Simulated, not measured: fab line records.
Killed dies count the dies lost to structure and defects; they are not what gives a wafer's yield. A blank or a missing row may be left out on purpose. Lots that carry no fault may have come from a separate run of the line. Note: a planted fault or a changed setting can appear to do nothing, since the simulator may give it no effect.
Problem report, 8D (eight disciplines) form, completed by code ; flow n5Finfet ; the parts of the form that need people (team, actions taken, sign-off) are left out
Where a reading is given only as a bound, like >300, the bound stands for it, and a mean or a difference that rests on one is marked > or <: the true number lies beyond.

## 1. WHAT WENT WRONG
rawDefectCount at N5_BEOL_M0_CUTY_INSPECT_59 reads a mean of >300 on 1 wafer of 1 lot; wafers without a fault read 1.9 with a standard deviation of 1.4. So: +99 or more standard deviations from the usual mean.
The step: inspects for defects (macro).
First observed at day 9 22:29: wafer L670.6, on defectInspect-01. The record has a number at this step for 24 wafers belonging to 8 lots. By rule, "out" or "out of limits" means more than 4 standard deviations away from the usual mean. The other wafers with a number count as sound.

## 2. WHAT THIS IS AND IS NOT
question;is;is not
which readings at this step;rawDefectCount;-
which lots;L670;L654, L659, L662, L663, L664, L668, L669
which wafers of those lots;L670.6;L670.3, L670.5
read on which gauges;defectInspect-01;defectInspect-02
when;from day 9 22:29;up to then (23 sound wafers)

## 3. THE SUSPECTS, EACH WITH WHAT RULES IT OUT
Counting: any tool at a process step up to the reading remains a suspect provided it ran every lot that is out. Sound lots after the first of them don't rule it out here, since some wafers of a struck lot are sound.
- the gauge at N5_BEOL_M0_CUTY_INSPECT_59 is ruled out. All the wafers that are out were read on defectInspect-01, but those of them that N5_PASSIVATION_PROBE_49 has rows for are out there too, on other tools.
- rieDiel-03 at N5_BEOL_M0_SAQP_DESCUM_45 (chemistry O2, time 7 s): kept. It processed L670, the lot that is out, at day 9 20:58, and its most recent sound lot before then was L669 at day 9 18:46.
- rieDiel-03 at N5_BEOL_M0_SAQP_CUT_ETCH_46 (etches SOC in N2/H2, target depth 135 nm, overetch 27 nm, time 202.5 s): kept. It processed L670, the lot that is out, at day 9 21:03, and its most recent sound lot before then was L669 at day 9 18:52.
- aldSin-04 at N5_BEOL_M0_SAQP_ALD_48 (deposits SiO2, target thk 20 nm, pulse time 1 s, co reactant pulse time 1 s): kept. It processed L670, the lot that is out, at day 9 21:15, and its most recent sound lot before then was L668 at day 9 09:23.
- Within rieDiel-03 at N5_BEOL_M0_SAQP_DESCUM_45: the wafers that are out ran in chamber 1; their sound lot-mates ran in chamber 2.
- Within rieDiel-03 at N5_BEOL_M0_SAQP_CUT_ETCH_46: the wafers that are out ran in chamber 1; their sound lot-mates ran in chamber 2.
- In aldSin-04 at N5_BEOL_M0_SAQP_ALD_48, the wafers that are out were processed in chamber 2 and their sound lot-mates in chambers 0, 3.
Still standing after the count: rieDiel-03 at N5_BEOL_M0_SAQP_DESCUM_45, rieDiel-03 at N5_BEOL_M0_SAQP_CUT_ETCH_46, aldSin-04 at N5_BEOL_M0_SAQP_ALD_48.

## 4. THE CAUSE (what the simulator had put in)
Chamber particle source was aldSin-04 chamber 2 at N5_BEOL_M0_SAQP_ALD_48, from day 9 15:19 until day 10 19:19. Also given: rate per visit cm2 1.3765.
Counting left 3 suspects, and this tool is among them.

## 5. THE EFFECT CHAIN, in route order
Each row: a reading whose mean over the struck wafers that have a number lies more than 3 standard deviations from the usual. Readings are gone through only where the record gives a usual standard deviation; hours: the median, over the lots, of the time from a lot's start at the first step in this table giving one to that lot's start at this step; sigmas: the change measured in usual standard deviations.
hours;step;reading;usual;on struck wafers;change;sigmas
0;N5_BEOL_M0_CUTY_INSPECT_59;rawDefectCount;1.9;>300;>+298;+99 or more
181;N5_PASSIVATION_PROBE_49;defectLimitedYield;91.2 %;78.5;-12.7;-9.1
181;N5_PASSIVATION_PROBE_49;killed_at_M0_to_M3;35;184;+149;+14
181;N5_PASSIVATION_PROBE_49;killedDies;103;254;+151;+8.9
181;N5_PASSIVATION_PROBE_49;sort_bin_5_function;5.1 %;12.7;+7.6;+8.5
181;N5_PASSIVATION_PROBE_49;sortNPass;1077;926;-151;-8.9
181;N5_PASSIVATION_PROBE_49;sortYieldPct;91.2 %;78.5;-12.7;-9.1
Here are the process steps it includes:
- N5_PASSIVATION_PROBE_49
Later steps that measure or inspect, where all struck wafers having a row at the step show a number for every such reading and not one has moved that far: N5_BEOL_M4_RC_MEAS_101.

## 6. HOW IT WOULD HAVE BEEN CAUGHT EARLIER
The first out-of-limits reading at a measuring or inspecting step in this record came at day 9 22:29, 7 hours after the fault's start at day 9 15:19.
Of the tool readings at N5_BEOL_M0_SAQP_ALD_48 for which the record gives a usual standard deviation, none was out on any struck wafer, so an alarm limit of 4 standard deviations on them would not have fired.
All the lots that are out (1) had begun N5_BEOL_M0_SAQP_ALD_48 on aldSin-04 by day 9 22:29. A hold on the tool at that time would have spared none of them.
